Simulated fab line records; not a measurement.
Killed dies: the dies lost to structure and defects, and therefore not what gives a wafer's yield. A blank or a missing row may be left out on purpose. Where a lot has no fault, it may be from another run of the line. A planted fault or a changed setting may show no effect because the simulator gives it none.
Check for tools in common | flow nandHarc | Lots sampled 15, wafers sampled 45

WHAT PROMPTED THE OPENING
Flagged at NHARC_A_M1_THK_MEAS_24: reading thkNm, on 3 of 15 lots. Wafers without a fault read 154.9 nm, standard deviation 1.7.
Rule: flag the lot when none of its wafers has a number, or when each of its wafers that has one lies beyond 4 standard deviations from that mean. As for the other lots, they are considered sound.

lot  | measured     | on           | thkNm (nm), wafer by wafer | flag
L929 | day 23 20:50 | filmMetro-01 | 152.6 156.7 153.1          | 
L930 | day 24 01:41 | filmMetro-01 | 157.5 154.2 153.3          | 
L931 | day 24 03:41 | filmMetro-01 | 156.8 155.7 155.9          | 
L928 | day 24 04:43 | filmMetro-01 | 150.1 157.2 153.6          | 
L934 | day 26 09:20 | filmMetro-02 | 152.9 154.5 154.6          | 
L937 | day 27 22:12 | filmMetro-02 | 157.1 154.6 155.7          | 
L936 | day 28 00:38 | filmMetro-01 | 405.7 398.8 400.9          | FLAGGED
L939 | day 28 06:09 | filmMetro-01 | 396.1 399.8 396.4          | FLAGGED
L940 | day 28 09:07 | filmMetro-02 | 408.3 396.4 402.6          | FLAGGED
L945 | day 30 09:20 | filmMetro-01 | 156.7 154.7 154.0          | 
L946 | day 31 07:18 | filmMetro-01 | 153.8 155.9 150.8          | 
L947 | day 31 09:53 | filmMetro-01 | 155.4 157.6 156.6          | 
L948 | day 31 12:26 | filmMetro-02 | 153.0 154.5 154.5          | 
L949 | day 31 15:07 | filmMetro-01 | 156.2 156.6 157.4          | 
L950 | day 32 14:48 | filmMetro-02 | 151.0 154.9 157.2          | 
The numbers of the flagged lots are 400.6 nm on average: +245.7 nm against the usual, or +99 or more standard deviations.

WHICH TOOL RAN EACH LOT
Before the reading, the record contains 3 process steps out of a 1302-step route. Read each cell as the tool, then ch plus the chambers that the sampled wafers visited, then the start.
lot  | flag    | NHARC_A_M1_DESCUM_14              | NHARC_A_M1_ETCH_28                           | NHARC_A_M1_CMP_23
L929 |         | rieDiel-11 ch 0,1,2, day 23 18:22 | rieDiel-02 ch 0,1,3, day 23 20:34 or earlier | cmp-01 ch 0,2,3, day 23 20:34
L930 |         | rieDiel-02 ch 0,2,3, day 23 23:07 | rieDiel-11 ch 0,3, day 24 01:22 or earlier   | cmp-04 ch 0,2, day 24 01:22
L931 |         | rieDiel-02 ch 0,1, day 24 01:16   | rieDiel-11 ch 0,3, day 24 03:24 or earlier   | cmp-02 ch 1,3, day 24 03:24
L928 |         | rieDiel-08 ch 1,2, day 24 02:16   | rieDiel-02 ch 2,3, day 24 04:26 or earlier   | cmp-01 ch 0,1,2, day 24 04:26
L934 |         | rieDiel-11 ch 0,1,2, day 26 06:46 | rieDiel-11 ch 0,1, day 26 09:04 or earlier   | cmp-01 ch 0,1,2, day 26 09:04
L937 |         | rieDiel-11 ch 0,2,3, day 27 19:45 | rieDiel-02 ch 0,1,2, day 27 21:55 or earlier | cmp-01 ch 1,2,3, day 27 21:55
L936 | FLAGGED | rieDiel-08 ch 0,1,2, day 27 22:13 | rieDiel-11 ch 0,2,3, day 28 00:19 or earlier | cmp-04 ch 0,1,3, day 28 00:19
L939 | FLAGGED | rieDiel-11 ch 0,1,3, day 28 03:46 | rieDiel-11 ch 0,3, day 28 05:55 or earlier   | cmp-04 ch 1,2,3, day 28 05:55
L940 | FLAGGED | rieDiel-11 ch 0,1,2, day 28 06:41 | rieDiel-08 ch 1,2,3, day 28 08:49 or earlier | cmp-01 ch 1,2,3, day 28 08:49
L945 |         | rieDiel-11 ch 1,2, day 30 06:52   | rieDiel-08 ch 1,2,3, day 30 09:01 or earlier | cmp-04 ch 0,2, day 30 09:01
L946 |         | rieDiel-11 ch 0,1,3, day 31 04:48 | rieDiel-02 ch 2,3, day 31 06:59 or earlier   | cmp-01 ch 0,1,2, day 31 06:59
L947 |         | rieDiel-02 ch 0,1, day 31 07:28   | rieDiel-02 ch 0,2, day 31 09:37 or earlier   | cmp-02 ch 2,3, day 31 09:37
L948 |         | rieDiel-11 ch 0,1,3, day 31 09:59 | rieDiel-02 ch 0,1, day 31 12:12 or earlier   | cmp-01 ch 0,1,2, day 31 12:12
L949 |         | rieDiel-11 ch 0,1,3, day 31 12:40 | rieDiel-02 ch 0,1, day 31 14:49 or earlier   | cmp-02 ch 1,3, day 31 14:49
L950 |         | rieDiel-08 ch 2,3, day 32 12:23   | rieDiel-08 ch 0,1, day 32 14:29 or earlier   | cmp-04 ch 2,3, day 32 14:29
These steps, and what they do:
- NHARC_A_M1_DESCUM_14: chemistry O2, time 3 s.
- NHARC_A_M1_ETCH_28: etches the open film in CF4/N2, target depth 30 nm, time 72.99 s.
- NHARC_A_M1_CMP_23: polishes, t overpolish 20 s, target thk 154.34 nm.
- NHARC_A_M1_THK_MEAS_24: measures by xrf.

FLAGGED OVER TOTAL, TOOL BY TOOL (the gauges that took the reading come last)
step                   | tool         | lots run | flagged | share of the flagged lots | sound lots run after its first flagged lot
NHARC_A_M1_DESCUM_14   | rieDiel-02   | 3        | 0       | none                      | -
NHARC_A_M1_DESCUM_14   | rieDiel-08   | 3        | 1       | some                      | 1 (L950)
NHARC_A_M1_DESCUM_14   | rieDiel-11   | 9        | 2       | some                      | 4 (L945,L946,L948,L949)
NHARC_A_M1_ETCH_28     | rieDiel-02   | 7        | 0       | none                      | -
NHARC_A_M1_ETCH_28     | rieDiel-08   | 3        | 1       | some                      | 2 (L945,L950)
NHARC_A_M1_ETCH_28     | rieDiel-11   | 5        | 2       | some                      | 0
NHARC_A_M1_CMP_23      | cmp-01       | 7        | 1       | some                      | 2 (L946,L948)
NHARC_A_M1_CMP_23      | cmp-02       | 3        | 0       | none                      | -
NHARC_A_M1_CMP_23      | cmp-04       | 5        | 2       | some                      | 2 (L945,L950)
NHARC_A_M1_THK_MEAS_24 | filmMetro-01 | 10       | 2       | some                      | 4 (L945,L946,L947,L949)
NHARC_A_M1_THK_MEAS_24 | filmMetro-02 | 5        | 1       | some                      | 2 (L948,L950)
Because NHARC_A_M1_ETCH_28 lacks a start for some lots, the hours and order of its lots are taken from NHARC_A_M1_CMP_23.

WHAT IS ALLOWED BY THE TABLE
No row of the table ran every flagged lot.

WHAT HAD BEEN PUT IN BY THE SIMULATOR
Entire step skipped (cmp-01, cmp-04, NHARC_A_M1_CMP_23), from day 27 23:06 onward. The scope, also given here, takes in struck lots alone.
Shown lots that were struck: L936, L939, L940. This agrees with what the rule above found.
